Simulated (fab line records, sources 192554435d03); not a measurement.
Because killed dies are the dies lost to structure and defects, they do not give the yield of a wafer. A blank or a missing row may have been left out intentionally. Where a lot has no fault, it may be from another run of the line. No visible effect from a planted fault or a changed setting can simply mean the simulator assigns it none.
fab line records	flow n5Finfet
record lots=9	wafers=27	lastDay=18
route steps=1938 shown STI_FIN_REVEAL@184 BEOL_M4@1111 PASSIVATION@1936
lots that met no fault: taken from a fault-free run of the same line
startH: the number of hours between the record's first day and the start of the first shown wafer of the lot	waitH: how many hours have passed since the lot's step before this one	" as in the row above	L1.1+2: a row that stands for several wafers	- value missing, or start not given	* or withheld: withheld	< > ~ a bound
route shown NAME@n: NAME is a module with steps in the file, n the number in the route of the first one	usual: mean/standard deviation of fault-free wafers	same: alike in all rows	chamber/n: place in a boat	sites: the reading at each site	_std_site: how widely they spread, as a standard deviation	_edge_site: the outer-site mean with the inner-site mean subtracted	radiusMm: how far each site lies from the wafer's centre	mask NAME#n: copy n	behind: the most recent tool/chamber to have shaped the wafer	hold: the reason the lot was held/the length of the hold in hours/how it ended	device: names the non-switching transistor (n, p or np)	end of line: the tests these same wafers got at the end of their route	a step with no rows: only its recipe	killed: dies lost to structure and defects at the first sort, not the wafer's yield	map: shows each die of a wafer: x if killed, . if not, _ if none is there
set.NAME: the setting the step ran with; set.NAME@STEP: the setting that earlier step ran with	model.NAME: the simulator's own value behind a step, which no gauge read
route steps across a sampled set of lots; one table per step, one row per wafer
services: from which hour (startH, from the record's first day; less than 0 if before it) a tool's chamber was out of use, for how many hours, and why
## steps
# step N5_STI_FIN_REVEAL_ALD_14
# recipe material=Si3N4	targetThkA=30	tempC=400	aldPrecursorFamily=SiH2I2	aldCoReactant=N2/H2-plasma	pressureTorr=2
# usual chamberPressureTorr=1.999/0.0043	heaterPowerW=824/82
lot.wafer	tool	chamber	startH	waitH	chamberPressureTorr	heaterPowerW
L161.1	aldSin-03	3	33.08	0.0	1.994	775
L161.4	"	1	"	"	1.999	674
L161.6	"	3	"	"	1.992	767
L164.3	aldSin-02	2	46.89	0.0	1.988	789
L164.4	"	1	"	"	2.000	831
L164.6	"	1	"	"	1.993	822
L165.2	aldSin-04	0	52.01	0.0	2.005	758
L165.4	"	3	"	"	1.996	968
L165.6	"	1	"	"	1.994	906
L167.1	aldSin-04	0	64.01	0.0	1.998	744
L167.3	"	1	"	"	1.993	897
L167.6	"	0	"	"	2.004	747
L169.1	aldSin-03	0	76.68	0.0	2.001	844
L169.2	"	1	"	"	2.007	679
L169.6	"	3	"	"	1.997	763
L181.1	aldSin-03	2	149.63	0.0	2.002	930
L181.4	"	3	"	"	2.004	749
L181.6	"	1	"	"	2.006	702
L182.1	aldSin-04	1	157.95	0.0	2.000	880
L182.3	"	2	"	"	2.000	850
L182.4	"	0	"	"	1.997	707
L183.2	aldSin-02	3	164.31	0.0	1.993	756
L183.4	"	2	"	"	2.008	777
L183.6	"	3	"	"	1.998	731
L184.1	aldSin-04	0	169.23	0.0	1.998	729
L184.5	"	3	"	"	1.994	949
L184.6	"	0	"	"	1.999	708
# step N5_STI_FIN_REVEAL_CMP_04
# recipe stopOn=Si3N4	tOverpolishS=4	downForcePsi=2	platenRpm=54.18	postCmpClean=alkalineBrush	padVelocityMS=1.078	targetThkNm=131.83
# usual motorCurrentA=7.6/1.1	overpolishRunS=4.002/0.0093	slurryFlowMlMin=150.0/0.46	timeToEndpointS=104/5.2
lot.wafer	tool	chamber	startH	waitH	motorCurrentA	overpolishRunS	slurryFlowMlMin	timeToEndpointS
L161.1	cmp-01	3	38.12	0.0	7.9	3.989	149.6	105
L161.4	"	0	"	"	10.0	4.006	150.2	98
L161.6	"	3	"	"	8.0	4.003	149.9	98
L164.3	cmp-01	2	52.56	0.1	8.7	3.994	149.9	96
L164.4	"	3	"	"	7.7	4.007	149.6	94
L164.6	"	1	"	"	8.1	3.991	149.5	97
L165.2	cmp-04	0	57.13	0.1	6.0	4.011	149.8	103
L165.4	"	1	"	"	9.6	3.993	150.3	102
L165.6	"	2	"	"	6.9	4.002	151.3	97
L167.3	cmp-04	3	69.05	0.0	7.3	3.998	150.4	100
L167.1	"	0	"	"	5.8	4.004	150.2	99
L167.6	"	3	"	"	7.6	3.989	149.7	100
L169.1	cmp-02	3	81.77	0.1	6.3	4.004	149.3	113
L169.2	"	1	"	"	7.6	4.001	151.1	102
L169.6	"	3	"	"	6.6	3.998	150.1	104
L181.1	cmp-04	0	154.69	0.0	6.2	3.983	149.8	105
L181.4	"	3	"	"	7.3	4.017	150.3	108
L181.6	"	1	"	"	8.5	3.997	150.5	107
L182.4	cmp-04	0	162.98	0.0	6.4	4.005	149.3	107
L182.1	"	1	"	"	9.4	4.012	148.9	103
L182.3	"	2	"	"	7.0	4.010	150.1	103
L183.2	cmp-01	1	169.39	0.1	8.0	4.001	149.9	101
L183.4	"	3	"	"	8.1	3.997	150.7	99
L183.6	"	0	"	"	10.1	4.005	150.7	99
L184.1	cmp-02	1	174.28	0.0	7.8	4.015	149.7	107
L184.5	"	1	"	"	7.8	3.990	149.0	108
L184.6	"	2	"	"	6.1	4.006	150.4	117
# step N5_STI_FIN_REVEAL_ETCHBACK_08
# recipe chemistry=C4F6/O2	target=SiO2	targetDepthA=305	timeS=10.167	ionEnergyEv=250	pressureMtorr=30	sourceW=345	biasW=185	Ar_flow_sccm=300	C4F6_flow_sccm=10	O2_flow_sccm=10
# usual drypumpMotorCurrentA=5.9/0.59	oesProductAu=0.78/0.062	rfVppV=671/13	showerheadPlenumPTorr=2.85/0.094	throttleValvePct=21.18/0.3
lot.wafer	tool	chamber	startH	waitH	drypumpMotorCurrentA	oesProductAu	rfHoursCounterH	rfVppV	showerheadPlenumPTorr	throttleValvePct
L161.1	rieDiel-05	2	39.25	0.2	6.3	0.75	152	662	2.87	21.54
L161.4	"	3	"	"	5.4	0.94	5	676	2.81	21.03
L161.6	"	2	"	"	6.2	0.75	-	664	2.87	21.54
L164.3	rieDiel-05	3	53.06	0.1	5.5	0.92	10	678	2.81	21.03
L164.4	"	1	"	"	6.7	0.81	71	679	2.91	20.83
L164.6	"	1	"	"	6.7	0.81	-	679	2.91	20.84
L165.2	rieDiel-02	1	57.63	0.2	6.7	0.88	33	654	3.03	20.86
L165.4	"	3	"	"	5.7	0.75	159	661	2.86	21.38
L165.6	"	2	"	"	6.1	0.83	-	675	2.88	21.06
L167.1	rieDiel-02	1	69.71	0.3	6.7	0.88	38	653	3.03	20.87
L167.3	"	3	"	"	5.7	0.74	164	660	2.86	21.39
L167.6	"	2	"	"	6.1	0.83	-	675	2.88	21.08
L169.1	rieDiel-06	0	82.27	0.2	5.8	0.72	190	646	2.70	21.33
L169.2	"	1	"	"	5.5	0.73	152	688	2.73	21.53
L169.6	"	2	"	"	4.9	0.70	-	679	2.96	21.63
L181.1	rieDiel-02	0	155.65	0.2	5.7	0.80	139	690	2.85	21.24
L181.4	"	3	"	"	5.7	0.73	194	662	2.85	21.43
L181.6	"	2	"	"	6.1	0.80	-	674	2.86	21.12
L182.1	rieDiel-02	3	163.74	0.4	5.7	0.73	198	662	2.85	21.44
L182.3	"	1	"	"	6.7	0.83	73	654	3.01	20.92
L182.4	"	2	"	"	6.1	0.78	105	675	2.86	21.12
L183.2	rieDiel-02	2	169.89	0.2	6.1	0.79	108	675	2.86	21.13
L183.4	"	3	"	"	5.7	0.73	200	660	2.84	21.45
L183.6	"	1	"	"	6.7	0.83	-	655	3.01	20.92
L184.1	rieDiel-05	2	174.82	0.2	6.3	0.71	196	664	2.85	21.60
L184.5	"	1	"	"	6.7	0.77	-	677	2.89	20.89
L184.6	"	3	"	"	5.5	0.85	-	675	2.79	21.10
# step N5_STI_FIN_REVEAL_OXIDATION_31
# recipe chemistry=O2_PLASMA_REMOTE	tempC=150	timeS=20	pressureMtorr=1000	sourcePowerW=2000	o2FlowSccm=3000
# usual drypumpMotorCurrentA=5.94/0.12	heaterPowerW=127/16
lot.wafer	tool	chamber	startH	waitH	drypumpMotorCurrentA	heaterPowerW	rfHoursCounterH
L161.1	plasmaAsher-01	1	41.71	0.0	5.90	139	81
L161.4	"	0	"	"	6.07	147	-
L161.6	"	1	"	"	5.87	139	-
L164.3	plasmaAsher-02	1	55.54	0.1	5.77	119	-
L164.4	"	0	"	"	6.03	106	-
L164.6	"	0	"	"	6.01	108	-
L165.2	plasmaAsher-01	0	60.09	0.0	6.09	147	84
L165.4	"	0	"	"	6.07	146	-
L165.6	"	0	"	"	6.07	147	-
L167.1	plasmaAsher-01	1	72.20	0.0	5.93	136	87
L167.3	"	0	"	"	6.03	147	-
L167.6	"	0	"	"	6.05	144	-
L169.1	plasmaAsher-02	0	84.67	0.0	6.03	109	37
L169.2	"	1	"	"	5.79	121	37
L169.6	"	1	"	"	5.78	118	-
L181.1	plasmaAsher-02	1	158.06	0.0	5.79	121	50
L181.4	"	1	"	"	5.79	122	-
L181.6	"	1	"	"	5.77	118	-
L182.1	plasmaAsher-02	0	166.16	0.0	6.02	108	51
L182.3	"	1	"	"	5.79	123	-
L182.4	"	0	"	"	6.05	107	-
L183.2	plasmaAsher-02	1	172.30	0.0	5.76	119	52
L183.4	"	0	"	"	6.01	108	-
L183.6	"	0	"	"	6.01	106	-
L184.1	plasmaAsher-02	0	177.23	0.0	6.03	108	54
L184.5	"	0	"	"	6.04	108	-
L184.6	"	1	"	"	5.77	122	-
# step N5_STI_FIN_REVEAL_FIN_H_MEAS_10
# usual trenchDepthNm=51.8/0.69
lot.wafer	tool	chamber	startH	waitH	trenchDepthNm
L161.1	ocd-02	-	42.55	0.0	50.8
L161.4	"	-	"	"	50.9
L161.6	"	-	"	"	50.9
L164.3	ocd-02	-	56.25	0.0	51.9
L164.4	"	-	"	"	52.3
L164.6	"	-	"	"	52.2
L165.2	ocd-01	-	60.82	0.0	52.0
L165.4	"	-	"	"	52.0
L165.6	"	-	"	"	51.2
L167.1	ocd-02	-	72.81	0.0	52.5
L167.3	"	-	"	"	52.5
L167.6	"	-	"	"	51.7
L169.1	ocd-02	-	85.22	0.0	51.6
L169.2	"	-	"	"	51.9
L169.6	"	-	"	"	50.9
L181.1	ocd-02	-	158.60	0.0	54.1
L181.4	"	-	"	"	53.6
L181.6	"	-	"	"	53.3
L182.1	ocd-02	-	166.71	0.0	54.2
L182.3	"	-	"	"	54.1
L182.4	"	-	"	"	53.5
L183.2	ocd-02	-	172.85	0.0	54.1
L183.4	"	-	"	"	53.7
L183.6	"	-	"	"	53.8
L184.1	ocd-02	-	177.77	0.0	52.2
L184.5	"	-	"	"	51.7
L184.6	"	-	"	"	52.3
# step N5_BEOL_M4_RC_MEAS_101
# usual DIBL_N=36.3/2	DIBL_P=36.3/2.4	IOFF_N=0.16/0.034	IOFF_P=0.21/0.035	ION_N=672/12	ION_P=459/6.5	SS_N=71.6/0.67	SS_P=73.3/0.71	VT_N=250/3.5	VT_P=-251/3
lot.wafer	tool	chamber	startH	waitH	DIBL_N[mV/V]	DIBL_P[mV/V]	IOFF_N[nA/um]	IOFF_P[nA/um]	ION_N[uA/um]	ION_P[uA/um]	SS_N[mV/dec]	SS_P[mV/dec]	VT_N[mV]	VT_P[mV]
L161.1	prober-02	0	168.43	0.0	35.2	33.4	0.12	0.18	658	453	71.4	72.0	252	-254
L161.4	"	0	"	"	37.8	36.8	0.17	0.23	676	464	71.9	73.4	248	-248
L161.6	"	0	"	"	35.8	34.4	0.14	0.19	672	459	71.5	72.6	252	-250
L164.3	prober-02	0	184.97	0.3	35.0	34.4	0.14	0.18	666	453	71.1	73.2	249	-254
L164.4	"	0	"	"	33.2	31.5	0.10	0.13	647	440	70.8	72.8	256	-256
L164.6	"	0	"	"	33.3	32.3	0.11	0.15	650	452	70.9	72.7	256	-253
L165.2	prober-02	0	191.15	0.2	36.8	38.7	0.17	0.20	675	453	71.6	73.8	250	-254
L165.4	"	0	"	"	35.0	37.0	0.15	0.18	675	458	70.9	73.1	253	-255
L165.6	"	0	"	"	36.5	38.6	0.16	0.21	675	453	71.7	73.9	253	-252
L167.1	prober-01	0	200.49	0.0	34.8	35.7	0.14	0.19	674	460	71.6	72.7	251	-250
L167.3	"	0	"	"	36.4	37.8	0.16	0.22	675	467	71.6	73.9	249	-249
L167.6	"	0	"	"	36.4	36.9	0.17	0.21	680	458	70.6	73.1	247	-251
L169.1	prober-02	0	253.69	0.0	36.3	35.8	0.16	0.24	670	465	72.2	72.4	252	-246
L169.2	"	0	"	"	34.7	33.7	0.13	0.20	658	463	71.6	72.2	251	-250
L169.6	"	0	"	"	33.9	32.3	0.11	0.17	627	450	72.0	72.4	259	-250
L181.1	prober-02	0	296.20	0.0	35.6	35.2	0.17	0.19	713	478	71.5	72.9	246	-253
L181.4	"	0	"	"	34.7	35.2	0.17	0.19	698	472	71.0	72.8	246	-252
L181.6	"	0	"	"	33.1	32.4	0.12	0.15	690	463	71.0	72.7	251	-256
L183.2	prober-02	0	313.77	0.2	36.1	35.8	0.16	0.19	695	471	71.3	73.9	251	-249
L183.4	"	0	"	"	33.1	32.1	0.12	0.15	684	473	70.7	71.9	254	-256
L183.6	"	0	"	"	33.7	32.7	0.13	0.16	692	472	70.5	72.3	252	-252
L182.1	prober-01	0	317.86	0.0	37.4	38.4	0.20	0.24	719	486	72.1	74.3	245	-248
L182.3	"	0	"	"	36.4	36.5	0.17	0.21	698	476	71.7	73.6	246	-249
L182.4	"	0	"	"	39.4	39.6	0.23	0.27	712	482	72.4	74.4	243	-250
L184.1	prober-01	0	326.38	0.0	36.8	37.1	0.19	0.22	680	459	71.8	73.0	248	-249
L184.5	"	0	"	"	37.2	37.9	0.20	0.24	679	459	72.0	73.4	246	-248
L184.6	"	0	"	"	36.1	36.1	0.18	0.21	684	462	72.0	72.6	245	-251
# step N5_PASSIVATION_PROBE_49
# usual defectLimitedYield=91.4/1.5	killed_at_M0_to_M3=33/11	killed_at_M4_up=14/5.3	killedAtContacts=13/6.2	killedAtFrontEnd=39/13	killedAtOther=3.1/2.8	killedDies=102/17	killedOpen=68/13	killedShort=32/7.8	sort_bin_5_function=5.1/0.95	sort_bin_6_memory=3.2/0.7	sort_bin_8_speed=0.02/0.16	sortNPass=1078/18	sortYieldPct=91.3/1.5
# same grossDies=1180	killedAtBackSide=0	sort_bin_4_leakage[%]=0
lot.wafer	tool	chamber	startH	waitH	defectLimitedYield[%]	killed_at_M0_to_M3	killed_at_M4_up	killedAtContacts	killedAtFrontEnd	killedAtOther	killedDies	killedOpen	killedShort	sort_bin_5_function[%]	sort_bin_6_memory[%]	sort_bin_8_speed[%]	sortNPass	sortYieldPct[%]
L165.2	prober-01	-	300.93	0.1	91.9	28	13	14	38	3	96	61	34	4.1	3.6	0	1084	91.9
L165.4	prober-01	-	301.03	0.2	92.4	32	10	6	40	2	90	53	37	4.7	2.5	0	1090	92.4
L165.6	prober-01	-	301.13	0.3	90.7	35	7	15	46	7	110	76	34	5.6	3.5	0	1070	90.7
L169.1	prober-02	-	357.87	0.0	89.2	45	7	19	55	2	128	85	37	5.9	4.5	0	1052	89.2
L169.2	prober-02	-	357.92	0.1	89.2	60	8	7	53	0	128	95	32	5.7	4.8	0	1052	89.2
L169.6	prober-02	-	358.12	0.3	89.0	57	15	17	36	5	130	89	40	6.9	3.7	1.86	1028	87.1
L182.1	prober-01	-	427.37	0.0	92.3	19	20	11	34	7	91	64	26	4.7	2.8	0	1089	92.3
L182.3	prober-01	-	427.47	0.1	94.6	21	12	7	20	4	64	40	24	3.6	1.4	0	1116	94.6
L182.4	prober-01	-	427.52	0.2	92.5	19	17	10	39	3	88	56	32	3.6	3.1	0	1092	92.5
# killed by level:class
L165.2 DUMMY_GATE:geometricParticle:open=9 MOL_CONTACT_COAG:geometricParticle:open=9 BEOL_M0_SAQP:geometricParticle:short=9 BEOL_M0_SAQP:geometricParticle:open=8 FIN_SAQP:geometricParticle:open=5 FIN_SAQP:geometricParticle:short=5 STI_FIN_REVEAL:geometricParticle:open=5 MOL_CONTACT_COAG:geometricParticle:short=5
L165.4 BEOL_M2:geometricParticle:open=12 FIN_SAQP:geometricParticle:short=10 FIN_SAQP:geometricParticle:open=9 BEOL_M0_SAQP:geometricParticle:short=7 BEOL_M0_SAQP:geometricParticle:open=7 STI_FIN_REVEAL:geometricParticle:open=6 BEOL_M5:geometricParticle:open=4 STI_FIN_REVEAL:geometricParticle:short=3
L165.6 STI_FIN_REVEAL:geometricParticle:open=13 MOL_CONTACT_COAG:geometricParticle:open=12 BEOL_M0_SAQP:geometricParticle:open=9 BEOL_M0_SAQP:geometricParticle:short=8 STI_FIN_REVEAL:geometricParticle:short=7 BEOL_M2:geometricParticle:open=5 FIN_SAQP:geometricParticle:open=4 FIN_CUT:geometricParticle:open=4
L169.1 STI_FIN_REVEAL:geometricParticle:open=15 MOL_CONTACT_COAG:geometricParticle:open=14 BEOL_M0_SAQP:geometricParticle:open=12 BEOL_M3:geometricParticle:open=9 BEOL_M0_SAQP:geometricParticle:short=8 BEOL_M1:geometricParticle:open=8 FIN_SAQP:geometricParticle:short=7 DUMMY_GATE:geometricParticle:open=6
L169.2 STI_FIN_REVEAL:geometricParticle:open=29 BEOL_M1:geometricParticle:open=17 BEOL_M0_SAQP:geometricParticle:short=12 BEOL_M2:geometricParticle:open=12 BEOL_M0_SAQP:geometricParticle:open=11 STI_FIN_REVEAL:geometricParticle:short=5 MOL_CONTACT_COAG:geometricParticle:open=5 BEOL_M3:geometricParticle:open=4
L169.6 STI_FIN_REVEAL:geometricParticle:open=20 BEOL_M0_SAQP:geometricParticle:short=16 MOL_CONTACT_COAG:geometricParticle:open=13 BEOL_M4:geometricParticle:open=12 BEOL_M0_SAQP:geometricParticle:open=10 BEOL_M1:geometricParticle:open=7 BEOL_M3:geometricParticle:open=7 BEOL_M2:geometricParticle:open=6
L182.1 MOL_CONTACT_COAG:geometricParticle:open=10 BEOL_M4:geometricParticle:open=10 GATE_CUT:geometricParticle:short=8 FIN_SAQP:geometricParticle:open=7 BEOL_M0_SAQP:geometricParticle:open=6 FIN_SAQP:geometricParticle:short=4 GATE_CUT:geometricParticle:open=4 BEOL_M0_SAQP:geometricParticle:short=4
L182.3 BEOL_M2:geometricParticle:open=7 MOL_CONTACT_COAG:geometricParticle:open=6 GATE_CUT:geometricParticle:open=5 BEOL_M4:geometricParticle:open=5 GATE_CUT:geometricParticle:short=4 FIN_SAQP:geometricParticle:short=3 FIN_SAQP:geometricParticle:open=3 STI_FIN_REVEAL:geometricParticle:short=3
L182.4 BEOL_M4:geometricParticle:open=9 FIN_SAQP:geometricParticle:short=8 FIN_SAQP:geometricParticle:open=7 MOL_CONTACT_COAG:geometricParticle:open=6 BEOL_M2:geometricParticle:open=6 STI_FIN_REVEAL:geometricParticle:open=5 GATE_CUT:geometricParticle:open=5 BEOL_M0_SAQP:geometricParticle:short=5
## services
tool	chamber	startH	hours	kind
aldSin-03	-	10.20	3.0	repair
aldSin-03	2	18.72	2.8	repair
cmp-02	-	23.10	0.7	repair
cmp-01	-	24.23	0.8	repair
aldSin-03	0	24.36	7.8	repair
aldSin-02	0	24.73	6.7	repair
aldSin-04	1	27.63	18.3	repair
plasmaAsher-02	-	28.03	1.9	repair
aldSin-04	-	34.96	0.3	repair
cmp-01	-	38.82	2.2	repair
cmp-04	-	43.39	4.9	pm
cmp-04	-	50.90	4.0	pm
plasmaAsher-02	-	66.22	9.0	repair
aldSin-04	-	86.66	14.0	pm
rieDiel-02	1	96.54	4.5	repair
rieDiel-05	3	102.56	2.6	repair
plasmaAsher-02	-	104.06	2.8	pm
aldSin-04	0	119.66	9.7	repair
aldSin-04	0	144.09	3.0	repair
rieDiel-05	-	146.10	14.6	pm
cmp-01	-	146.36	4.0	pm
rieDiel-05	0	161.45	14.5	repair
cmp-01	-	173.90	7.2	repair
rieDiel-05	2	176.47	4.3	repair
## key
firstSign step=N5_STI_FIN_REVEAL_FIN_H_MEAS_10	reading=trenchDepthNm	direction=up	sigmas=3	usual=51.8	struck=53.8
effect step=N5_BEOL_M4_RC_MEAS_101	reading=ION_P	direction=up	sigmas=2.4	usual=459	struck=475	wafersMoved=7
effect step=N5_BEOL_M4_RC_MEAS_101	reading=ION_N	direction=up	sigmas=2.4	usual=672	struck=700
metAt N5_STI_FIN_REVEAL_ETCHBACK_08
struckLots L181,L182,L183
notActingAt N5_STI_FIN_REVEAL_ALD_14,N5_STI_FIN_REVEAL_CMP_04,N5_STI_FIN_REVEAL_OXIDATION_31
onsetBetween 69.71 155.65
fault kind=processParameterDrift	tool=rieDiel-02	chamber=-	onsetH=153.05	steps=N5_STI_FIN_REVEAL_ETCHBACK_08	channel=timeS	offset=*	shape=step	endH=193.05	actsIn=*	stated=*
